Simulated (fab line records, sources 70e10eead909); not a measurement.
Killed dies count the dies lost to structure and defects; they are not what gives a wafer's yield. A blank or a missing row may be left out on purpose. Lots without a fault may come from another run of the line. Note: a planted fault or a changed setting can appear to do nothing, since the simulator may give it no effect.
What tool caused it?    flow nand-harc    23 lots with 69 wafers sampled at 6 steps, on a route of 1159 steps

## WHAT EACH GAUGE READ, for each wafer
The record holds no reading of a measuring or inspecting step that can be judged against a usual standard deviation.

## WHICH TOOL RAN EACH LOT (tool, then ch and the chambers of the sampled wafers, then the start)
lot   NHARC_A_STAIRCASE_STRIP_316                    NHARC_A_STAIRCASE_STRIP_476         NHARC_A_STAIRCASE_DESCUM_443        NHARC_A_STAIRCASE_CMP_450      NHARC_A_SGD_CUT_STRIP_17                       NHARC_A_SLIT_DEP_23
L074  rie-diel-12 ch 1,2,3, day 12 04:17 or earlier  rie-diel-13 ch 1,3, day 12 04:17    rie-diel-01 ch 1,3, day 13 20:14    cmp-01 ch 2,3, day 13 23:25    rie-diel-04 ch 2,3, day 14 11:37 or earlier    pecvd-03 ch 0,1,2, day 14 11:37
L075  rie-diel-01 ch 0,1,2, day 12 14:19 or earlier  rie-diel-01 ch 1,2,3, day 12 14:19  rie-diel-13 ch 0,1,2, day 14 02:17  cmp-02 ch 0,1,2, day 14 05:25  rie-diel-04 ch 1,2,3, day 14 17:32 or earlier  pecvd-03 ch 0,1, day 14 17:32
L077  rie-diel-13 ch 0,1,2, day 12 15:58 or earlier  rie-diel-12 ch 0,1, day 12 15:58    rie-diel-01 ch 0,1,2, day 14 02:26  cmp-03 ch 0,1, day 14 05:38    rie-diel-06 ch 1,2,3, day 14 17:58 or earlier  pecvd-03 ch 0,1,2, day 14 17:58
L078  rie-diel-01 ch 0,2,3, day 12 20:10 or earlier  rie-diel-01 ch 0,2,3, day 12 20:10  rie-diel-13 ch 0,3, day 14 07:09    cmp-01 ch 1,2,3, day 14 10:22  rie-diel-04 ch 0,1,2, day 15 00:35 or earlier  pecvd-03 ch 0,1, day 15 00:35
L076  rie-diel-12 ch 1,2, day 12 22:54 or earlier    rie-diel-12 ch 1,2,3, day 12 22:54  rie-diel-12 ch 0,1,2, day 14 07:19  cmp-02 ch 0,1, day 14 10:31    rie-diel-10 ch 0,1,2, day 15 00:45 or earlier  pecvd-03 ch 0,1,2, day 15 00:45
L079  rie-diel-01 ch 0,3, day 13 10:11 or earlier    rie-diel-12 ch 1,2, day 13 10:11    rie-diel-01 ch 0,1,3, day 15 02:35  cmp-01 ch 0,1,2, day 15 05:44  rie-diel-06 ch 2,3, day 15 21:37 or earlier    pecvd-02 ch 0,1, day 15 21:37
L080  rie-diel-13 ch 0,1,3, day 14 00:33 or earlier  rie-diel-13 ch 0,2,3, day 14 00:33  rie-diel-01 ch 2,3, day 15 17:54    cmp-01 ch 0,3, day 15 21:04    rie-diel-06 ch 0,1,2, day 16 09:09 or earlier  pecvd-04 ch 0,1,2, day 16 09:09
L082  rie-diel-01 ch 0,2, day 14 04:14 or earlier    rie-diel-12 ch 0,3, day 14 04:14    rie-diel-01 ch 2,3, day 15 19:28    cmp-02 ch 1,2,3, day 15 22:45  rie-diel-04 ch 2,3, day 16 09:17 or earlier    pecvd-03 ch 1,2, day 16 09:17
L083  rie-diel-12 ch 0,3, day 14 05:40 or earlier    rie-diel-12 ch 0,2, day 14 05:40    rie-diel-12 ch 0,1,2, day 15 18:13  cmp-02 ch 0,1,2, day 15 21:22  rie-diel-06 ch 1,2,3, day 16 11:00 or earlier  pecvd-03 ch 0,1,2, day 16 11:00
L084  rie-diel-13 ch 1,2,3, day 14 06:47 or earlier  rie-diel-13 ch 1,2, day 14 06:47    rie-diel-13 ch 1,3, day 15 18:05    cmp-01 ch 0,2,3, day 15 21:15  rie-diel-06 ch 0,1, day 16 10:36 or earlier    pecvd-02 ch 0,1, day 16 10:36
L081  rie-diel-12 ch 0,2,3, day 14 07:22 or earlier  rie-diel-12 ch 1,2, day 14 07:22    rie-diel-01 ch 1,2, day 15 22:19    cmp-02 ch 1,2,3, day 16 01:50  rie-diel-04 ch 1,2,3, day 16 14:40 or earlier  pecvd-02 ch 0,1,2, day 16 14:40
L086  rie-diel-13 ch 1,3, day 15 03:38 or earlier    rie-diel-12 ch 0,2, day 15 03:38    rie-diel-01 ch 1,2,3, day 16 17:53  cmp-02 ch 1,3, day 16 21:12    rie-diel-10 ch 1,2, day 17 09:04 or earlier    pecvd-03 ch 0,1,2, day 17 09:04
L087  rie-diel-13 ch 0,1,3, day 15 07:11 or earlier  rie-diel-01 ch 0,1,3, day 15 07:11  rie-diel-13 ch 0,1,3, day 16 17:43  cmp-01 ch 1,2,3, day 16 21:08  rie-diel-06 ch 1,2,3, day 17 10:43 or earlier  pecvd-04 ch 0,1,2, day 17 10:43
L085  rie-diel-12 ch 1,2, day 15 07:32 or earlier    rie-diel-13 ch 0,2,3, day 15 07:32  rie-diel-12 ch 0,1,3, day 16 18:05  cmp-02 ch 1,2, day 16 21:24    rie-diel-04 ch 0,1, day 17 08:46 or earlier    pecvd-02 ch 0,1, day 17 08:46
L088  rie-diel-12 ch 0,2,3, day 15 14:43 or earlier  rie-diel-01 ch 0,2,3, day 15 14:43  rie-diel-01 ch 0,1,2, day 17 05:30  cmp-03 ch 1,3, day 17 08:45    rie-diel-10 ch 2,3, day 17 22:01 or earlier    pecvd-04 ch 0,1, day 17 22:01
L091  rie-diel-13 ch 0,2,3, day 16 04:20 or earlier  rie-diel-13 ch 0,1,2, day 16 04:20  rie-diel-13 ch 0,1,3, day 17 17:26  cmp-01 ch 0,3, day 17 20:35    rie-diel-06 ch 1,2,3, day 18 10:17 or earlier  pecvd-04 ch 1,2, day 18 10:17
L090  rie-diel-01 ch 2,3, day 16 07:36 or earlier    rie-diel-01 ch 0,1,3, day 16 07:36  rie-diel-01 ch 0,1,3, day 17 22:14  cmp-01 ch 1,2,3, day 18 01:44  rie-diel-10 ch 0,2,3, day 18 16:58 or earlier  pecvd-02 ch 0,2, day 18 16:58
L092  rie-diel-01 ch 0,1,3, day 16 09:59 or earlier  rie-diel-01 ch 2,3, day 16 09:59    rie-diel-13 ch 0,1, day 17 22:00    cmp-03 ch 0,2,3, day 18 01:27  rie-diel-06 ch 2,3, day 18 17:45 or earlier    pecvd-04 ch 1,2, day 18 17:45
L094  rie-diel-13 ch 0,2,3, day 16 17:56 or earlier  rie-diel-01 ch 1,2, day 16 17:56    rie-diel-12 ch 0,3, day 18 08:07    cmp-03 ch 0,2,3, day 18 11:16  rie-diel-10 ch 0,1,3, day 19 00:35 or earlier  pecvd-04 ch 0,1,2, day 19 00:35
L093  rie-diel-13 ch 0,2,3, day 17 00:34 or earlier  rie-diel-01 ch 0,1,2, day 17 00:34  rie-diel-13 ch 0,2,3, day 18 07:57  cmp-02 ch 0,1,3, day 18 11:06  rie-diel-04 ch 0,2,3, day 18 22:54 or earlier  pecvd-04 ch 1,2, day 18 22:54
L095  rie-diel-13 ch 1,2, day 17 06:28 or earlier    rie-diel-13 ch 0,3, day 17 06:28    rie-diel-13 ch 1,2,3, day 18 22:32  cmp-01 ch 1,2,3, day 19 02:26  rie-diel-10 ch 1,2, day 19 15:28 or earlier    pecvd-02 ch 0,1, day 19 15:28
L097  rie-diel-13 ch 0,3, day 17 18:40 or earlier    rie-diel-12 ch 1,2,3, day 17 18:40  rie-diel-12 ch 0,2,3, day 19 11:43  cmp-01 ch 0,1,2, day 19 14:57  rie-diel-06 ch 2,3, day 20 02:48 or earlier    pecvd-03 ch 0,1, day 20 02:48
L096  rie-diel-13 ch 0,2,3, day 18 00:24 or earlier  rie-diel-01 ch 0,2,3, day 18 00:24  rie-diel-12 ch 0,2, day 19 18:17    cmp-02 ch 1,2,3, day 19 21:32  rie-diel-10 ch 0,2,3, day 20 10:20 or earlier  pecvd-03 ch 1,2, day 20 10:20
- NHARC_A_STAIRCASE_STRIP_316: strips in O2.
- NHARC_A_STAIRCASE_STRIP_476: strips in O2, time 20 s.
- NHARC_A_STAIRCASE_DESCUM_443: chemistry O2, time 3 s.
- NHARC_A_STAIRCASE_CMP_450: polishes SiO2, target thk 200 nm.
- NHARC_A_SGD_CUT_STRIP_17: strips in O2.
- NHARC_A_SLIT_DEP_23: deposits SiON, target thk 100 nm.

## AS READ BY THE TOOLS THEMSELVES (means over the sampled wafers that have a number; for cases with no such wafer, the mark the record gives instead)
NHARC_A_STAIRCASE_STRIP_316. Usual: drypump-motor-current-A 5.8 A, standard deviation 0.42; oes-product-au 1.005 a.u., standard deviation 0.014; rf-vpp-V 57.8 V, standard deviation 0.87; showerhead-plenum-p-Torr 3.53 Torr, standard deviation 0.2; throttle-valve-pct 17.037 %, standard deviation 0.0089.
lot   tool         drypump-motor-current-A (A)  oes-product-au (a.u.)  rf-vpp-V (V)  showerhead-plenum-p-Torr (Torr)  throttle-valve-pct (%)  flag
L074  rie-diel-12  6.1                          1.012                  57.2          3.35                             17.035                  
L075  rie-diel-01  5.7                          0.980                  57.2          3.33                             17.034                  
L077  rie-diel-13  5.8                          1.013                  58.1          3.58                             17.031                  
L078  rie-diel-01  5.7                          0.995                  57.3          3.31                             17.027                  
L076  rie-diel-12  6.2                          1.002                  57.4          3.35                             17.041                  
L079  rie-diel-01  5.9                          1.007                  57.8          3.35                             17.036                  
L080  rie-diel-13  5.7                          1.006                  59.0          3.70                             17.027                  
L082  rie-diel-01  5.6                          0.981                  58.1          3.63                             17.038                  
L083  rie-diel-12  5.4                          1.004                  57.8          3.63                             17.043                  
L084  rie-diel-13  6.0                          1.015                  58.3          3.54                             17.040                  
L081  rie-diel-12  5.8                          1.006                  56.8          3.47                             17.042                  
L086  rie-diel-13  5.6                          1.010                  58.6          3.66                             17.041                  
L087  rie-diel-13  5.7                          1.011                  57.4          3.69                             17.032                  
L085  rie-diel-12  6.2                          1.007                  57.1          3.34                             17.028                  
L088  rie-diel-12  5.8                          1.002                  58.0          3.46                             17.048                  
L091  rie-diel-13  6.1                          1.015                  57.6          3.56                             17.044                  
L090  rie-diel-01  5.9                          0.994                  57.5          3.51                             17.044                  
L092  rie-diel-01  5.8                          0.996                  58.4          3.54                             17.046                  
L094  rie-diel-13  6.1                          1.006                  57.2          3.56                             17.033                  
L093  rie-diel-13  6.1                          1.013                  58.4          3.56                             17.048                  
L095  rie-diel-13  6.1                          1.017                  58.2          3.40                             17.036                  
L097  rie-diel-13  6.0                          1.009                  57.7          3.68                             17.033                  
L096  rie-diel-13  6.1                          1.015                  58.0          3.56                             17.039                  

NHARC_A_STAIRCASE_STRIP_476. Usual: drypump-motor-current-A 5.8 A, standard deviation 0.39; oes-product-au 1.004 a.u., standard deviation 0.015; rf-vpp-V 57.8 V, standard deviation 0.83; showerhead-plenum-p-Torr 3.53 Torr, standard deviation 0.2; throttle-valve-pct 17.037 %, standard deviation 0.0096.
lot   tool         drypump-motor-current-A (A)  oes-product-au (a.u.)  rf-vpp-V (V)  showerhead-plenum-p-Torr (Torr)  throttle-valve-pct (%)  flag
L074  rie-diel-13  5.6                          0.996                  57.5          3.67                             17.040                  
L075  rie-diel-01  5.9                          0.985                  57.6          3.37                             17.043                  
L077  rie-diel-12  5.8                          1.011                  58.1          3.54                             17.037                  
L078  rie-diel-01  5.7                          0.991                  57.4          3.31                             17.030                  
L076  rie-diel-12  6.1                          1.014                  58.0          3.35                             17.039                  
L079  rie-diel-12  6.1                          1.015                  57.4          3.38                             17.034                  
L080  rie-diel-13  6.1                          1.021                  57.1          3.57                             17.042                  
L082  rie-diel-12  5.7                          1.001                  58.3          3.47                             17.035                  
L083  rie-diel-12  5.5                          1.001                  57.8          3.63                             17.044                  
L084  rie-diel-13  5.7                          1.012                  58.0          3.54                             17.041                  
L081  rie-diel-12  6.2                          1.014                  57.7          3.34                             17.037                  
L086  rie-diel-12  5.8                          1.002                  57.7          3.47                             17.031                  
L087  rie-diel-01  5.8                          0.994                  58.1          3.54                             17.043                  
L085  rie-diel-13  6.1                          1.015                  57.4          3.57                             17.032                  
L088  rie-diel-01  5.7                          0.995                  57.8          3.66                             17.040                  
L091  rie-diel-13  5.8                          1.016                  57.2          3.56                             17.031                  
L090  rie-diel-01  5.8                          0.985                  58.0          3.53                             17.036                  
L092  rie-diel-01  5.9                          0.992                  57.7          3.51                             17.038                  
L094  rie-diel-01  5.8                          0.999                  57.8          3.67                             17.038                  
L093  rie-diel-01  5.6                          0.995                  58.8          3.67                             17.029                  
L095  rie-diel-13  5.8                          1.017                  58.5          3.72                             17.032                  
L097  rie-diel-12  6.1                          1.003                  57.4          3.33                             17.026                  
L096  rie-diel-01  5.7                          0.994                  58.1          3.64                             17.040                  

NHARC_A_STAIRCASE_DESCUM_443. Usual: drypump-motor-current-A 5.8 A, standard deviation 0.4; oes-product-au 1.003 a.u., standard deviation 0.014; rf-vpp-V 57.9 V, standard deviation 0.94; showerhead-plenum-p-Torr 1.92 Torr, standard deviation 0.12; throttle-valve-pct 11.312 %, standard deviation 0.0094.
lot   tool         drypump-motor-current-A (A)  oes-product-au (a.u.)  rf-vpp-V (V)  showerhead-plenum-p-Torr (Torr)  throttle-valve-pct (%)  flag
L074  rie-diel-01  6.0                          0.990                  57.8          1.86                             11.318                  
L075  rie-diel-13  5.7                          1.013                  58.0          1.94                             11.314                  
L077  rie-diel-01  5.6                          0.978                  56.9          1.90                             11.319                  
L078  rie-diel-13  6.0                          1.009                  58.4          2.01                             11.301                  
L076  rie-diel-12  5.8                          1.010                  58.6          1.90                             11.313                  
L079  rie-diel-01  5.8                          0.990                  58.4          1.92                             11.308                  
L080  rie-diel-01  5.8                          0.997                  57.9          1.99                             11.310                  
L082  rie-diel-01  5.8                          0.988                  58.3          1.99                             11.309                  
L083  rie-diel-12  5.8                          0.998                  58.1          1.89                             11.308                  
L084  rie-diel-13  6.0                          1.015                  57.6          1.99                             11.313                  
L081  rie-diel-01  5.8                          0.994                  57.6          1.93                             11.317                  
L086  rie-diel-01  5.9                          0.996                  58.1          1.92                             11.316                  
L087  rie-diel-13  5.7                          1.013                  58.8          2.01                             11.311                  
L085  rie-diel-12  5.7                          0.999                  58.1          1.89                             11.298                  
L088  rie-diel-01  5.6                          0.998                  58.9          2.00                             11.309                  
L091  rie-diel-13  5.7                          1.012                  57.8          2.00                             11.318                  
L090  rie-diel-01  5.8                          0.989                  58.6          1.91                             11.314                  
L092  rie-diel-13  5.4                          1.015                  58.2          2.02                             11.324                  
L094  rie-diel-12  5.7                          1.002                  57.1          1.87                             11.311                  
L093  rie-diel-13  6.1                          1.018                  57.5          1.93                             11.306                  
L095  rie-diel-13  6.0                          1.016                  57.4          1.91                             11.309                  
L097  rie-diel-12  5.8                          1.004                  58.0          1.87                             11.317                  
L096  rie-diel-12  5.8                          1.012                  58.4          1.86                             11.301                  

NHARC_A_STAIRCASE_CMP_450. Usual: motor-current-A 12.3 A, standard deviation 1.4; retaining-ring-pressure-frac 1.000, standard deviation 0.0051.
lot   tool    motor-current-A (A)  retaining-ring-pressure-frac  flag
L074  cmp-01  12.3                 0.998                         
L075  cmp-02  12.1                 0.998                         
L077  cmp-03  11.0                 1.003                         
L078  cmp-01  13.3                 1.002                         
L076  cmp-02  13.0                 0.995                         
L079  cmp-01  12.8                 1.003                         
L080  cmp-01  11.7                 0.995                         
L082  cmp-02  12.3                 0.996                         
L083  cmp-02  12.2                 1.010                         
L084  cmp-01  12.1                 1.006                         
L081  cmp-02  12.2                 1.000                         
L086  cmp-02  12.8                 1.001                         
L087  cmp-01  13.6                 1.000                         
L085  cmp-02  11.5                 0.998                         
L088  cmp-03  11.0                 0.999                         
L091  cmp-01  11.1                 1.002                         
L090  cmp-01  13.4                 0.995                         
L092  cmp-03  11.3                 1.000                         
L094  cmp-03  11.3                 0.996                         
L093  cmp-02  13.1                 1.003                         
L095  cmp-01  12.8                 1.001                         
L097  cmp-01  12.9                 0.999                         
L096  cmp-02  12.4                 1.000                         

NHARC_A_SGD_CUT_STRIP_17. Usual: drypump-motor-current-A 5.5 A, standard deviation 0.57; oes-product-au 0.996 a.u., standard deviation 0.0094; rf-vpp-V 57.8 V, standard deviation 0.85; showerhead-plenum-p-Torr 3.56 Torr, standard deviation 0.12; throttle-valve-pct 17.036 %, standard deviation 0.0095.
lot   tool         drypump-motor-current-A (A)  oes-product-au (a.u.)  rf-vpp-V (V)  showerhead-plenum-p-Torr (Torr)  throttle-valve-pct (%)  flag
L074  rie-diel-04  5.4                          0.991                  57.6          3.45                             17.034                  
L075  rie-diel-04  5.5                          0.988                  57.4          3.49                             17.036                  
L077  rie-diel-06  5.6                          1.003                  57.8          3.57                             17.043                  
L078  rie-diel-04  5.5                          0.990                  57.0          3.54                             17.035                  
L076  rie-diel-10  5.5                          0.994                  57.9          3.55                             17.048                  
L079  rie-diel-06  6.0                          0.996                  58.0          3.50                             17.035                  
L080  rie-diel-06  5.2                          0.998                  59.1          3.65                             17.042                  
L082  rie-diel-04  5.3                          0.989                  57.7          3.44                             17.038                  
L083  rie-diel-06  5.6                          1.006                  57.9          3.57                             17.040                  
L084  rie-diel-06  4.9                          0.999                  58.6          3.72                             17.035                  
L081  rie-diel-04  5.5                          0.998                  57.5          3.48                             17.038                  
L086  rie-diel-10  5.2                          1.007                  58.2          3.62                             17.032                  
L087  rie-diel-06  5.6                          0.993                  58.0          3.57                             17.037                  
L085  rie-diel-04  5.9                          0.991                  57.4          3.61                             17.044                  
L088  rie-diel-10  5.7                          0.991                  57.2          3.44                             17.030                  
L091  rie-diel-06  5.6                          1.002                  58.2          3.57                             17.036                  
L090  rie-diel-10  5.8                          0.995                  58.0          3.46                             17.045                  
L092  rie-diel-06  6.0                          1.005                  57.4          3.50                             17.031                  
L094  rie-diel-10  5.2                          0.996                  58.2          3.56                             17.026                  
L093  rie-diel-04  5.3                          0.988                  57.1          3.50                             17.038                  
L095  rie-diel-10  5.8                          0.995                  57.5          3.51                             17.031                  
L097  rie-diel-06  6.0                          1.007                  57.2          3.49                             17.045                  
L096  rie-diel-10  5.8                          0.987                  56.7          3.46                             17.034                  

NHARC_A_SLIT_DEP_23. Usual: heater-power-w 767 W, standard deviation 89; susceptor-temp-C 400.00 C, standard deviation 0.22.
lot   tool      heater-power-w (W)  susceptor-temp-C (C)  flag
L074  pecvd-03  842                 399.87                
L075  pecvd-03  888                 399.88                
L077  pecvd-03  763                 399.95                
L078  pecvd-03  844                 400.08                
L076  pecvd-03  776                 400.09                
L079  pecvd-02  701                 399.83                
L080  pecvd-04  692                 399.93                
L082  pecvd-03  854                 399.93                
L083  pecvd-03  792                 400.04                
L084  pecvd-02  677                 400.14                
L081  pecvd-02  704                 399.98                
L086  pecvd-03  798                 399.98                
L087  pecvd-04  686                 400.22                
L085  pecvd-02  761                 400.03                
L088  pecvd-04  776                 399.81                
L091  pecvd-04  679                 399.82                
L090  pecvd-02  866                 400.02                
L092  pecvd-04  627                 400.13                
L094  pecvd-04  726                 400.15                
L093  pecvd-04  700                 400.14                
L095  pecvd-02  666                 399.94                
L097  pecvd-03  795                 400.09                
L096  pecvd-03  843                 399.85                

## THE ANSWER, worked out from the rows above alone
Rule: a lot counts as off when the mean over its wafers that have a number is more than 3 standard deviations away from the usual mean. A lot without any number at a reading at which 4 lots or more have one is off too. The other lots that the step has rows for count as sound. The gauges are gone through in route order, then the tools' own readings, and for those a lot's mean is taken as printed above. At the first step where some lot is off, the reading lying furthest off is the one used; lots without a number count as furthest.
Across all readings shown, no lot is off: no conclusion can be drawn from this.

## WHAT WAS PUT IN BY THE SIMULATOR
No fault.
